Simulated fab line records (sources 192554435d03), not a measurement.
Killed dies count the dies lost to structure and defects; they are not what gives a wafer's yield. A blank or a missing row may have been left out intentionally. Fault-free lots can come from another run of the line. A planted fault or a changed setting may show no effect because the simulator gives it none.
Chamber matching || flow n5 finfet || rie diel-02 running N5_BEOL_M3_DESCUM_33: 4 sister chambers
The step chemistry O2, time 7 s. 8 wafers are shown with their chamber, then 8 later ones without.

## WAFERS, EACH WITH ITS CHAMBER
{"wafer": "L076.4", "chamber": 0, "showerhead plenum p Torr (Torr)": 2.04, "throttle valve pct (%)": 20.31}
{"wafer": "L077.5", "chamber": 1, "showerhead plenum p Torr (Torr)": 2.04, "throttle valve pct (%)": 20.84}
{"wafer": "L080.2", "chamber": 0, "showerhead plenum p Torr (Torr)": 2.03, "throttle valve pct (%)": 20.34}
{"wafer": "L080.4", "chamber": 2, "showerhead plenum p Torr (Torr)": 2.16, "throttle valve pct (%)": 20.56}
{"wafer": "L087.2", "chamber": 3, "showerhead plenum p Torr (Torr)": 2.10, "throttle valve pct (%)": 20.42}
{"wafer": "L087.4", "chamber": 2, "showerhead plenum p Torr (Torr)": 2.15, "throttle valve pct (%)": 20.60}
{"wafer": "L087.6", "chamber": 3, "showerhead plenum p Torr (Torr)": 2.10, "throttle valve pct (%)": 20.42}
{"wafer": "L094.1", "chamber": 1, "showerhead plenum p Torr (Torr)": 2.03, "throttle valve pct (%)": 20.55}

## WAFERS MISSING THEIR CHAMBER
{"wafer": "L094.2", "showerhead plenum p Torr (Torr)": 2.02, "throttle valve pct (%)": 20.39}
{"wafer": "L094.5", "showerhead plenum p Torr (Torr)": 2.10, "throttle valve pct (%)": 20.44}
{"wafer": "L093.3", "showerhead plenum p Torr (Torr)": 2.10, "throttle valve pct (%)": 20.45}
{"wafer": "L093.4", "showerhead plenum p Torr (Torr)": 2.15, "throttle valve pct (%)": 20.62}
{"wafer": "L093.5", "showerhead plenum p Torr (Torr)": 2.03, "throttle valve pct (%)": 20.54}
{"wafer": "L097.2", "showerhead plenum p Torr (Torr)": 2.02, "throttle valve pct (%)": 20.38}
{"wafer": "L097.3", "showerhead plenum p Torr (Torr)": 2.09, "throttle valve pct (%)": 20.45}
{"wafer": "L097.4", "showerhead plenum p Torr (Torr)": 2.15, "throttle valve pct (%)": 20.64}

## EACH ONE'S CHAMBER
{"wafer": "L094.2", "from the rows above": "can't be placed: 0 or 1", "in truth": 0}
{"wafer": "L094.5", "from the rows above": 3, "in truth": 3}
{"wafer": "L093.3", "from the rows above": 3, "in truth": 3}
{"wafer": "L093.4", "from the rows above": 2, "in truth": 2}
{"wafer": "L093.5", "from the rows above": "can't be placed: 1 or 0", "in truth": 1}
{"wafer": "L097.2", "from the rows above": "can't be placed: 0 or 1", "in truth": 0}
{"wafer": "L097.3", "from the rows above": 3, "in truth": 3}
{"wafer": "L097.4", "from the rows above": 2, "in truth": 2}
Correct placement for 5 of the 8. Not placeable from these rows: 3 (in 3, the candidates include the true chamber). Wrongly placed: 0.
How it was worked out, from the rows above alone: a wafer's distance from a chamber is the root of the sum, over the readings, of the square of ((its reading less the chamber's mean) divided by the reading's scatter). The wafer belongs to the nearest chamber; if the next one is less than 2 further off, it can't be placed. The mean given for a chamber averages the wafers shown for that chamber. The scatter: the root of (the sum of the squares of (reading less its chamber's mean) over the shown wafers, divided by (wafers less chambers)).
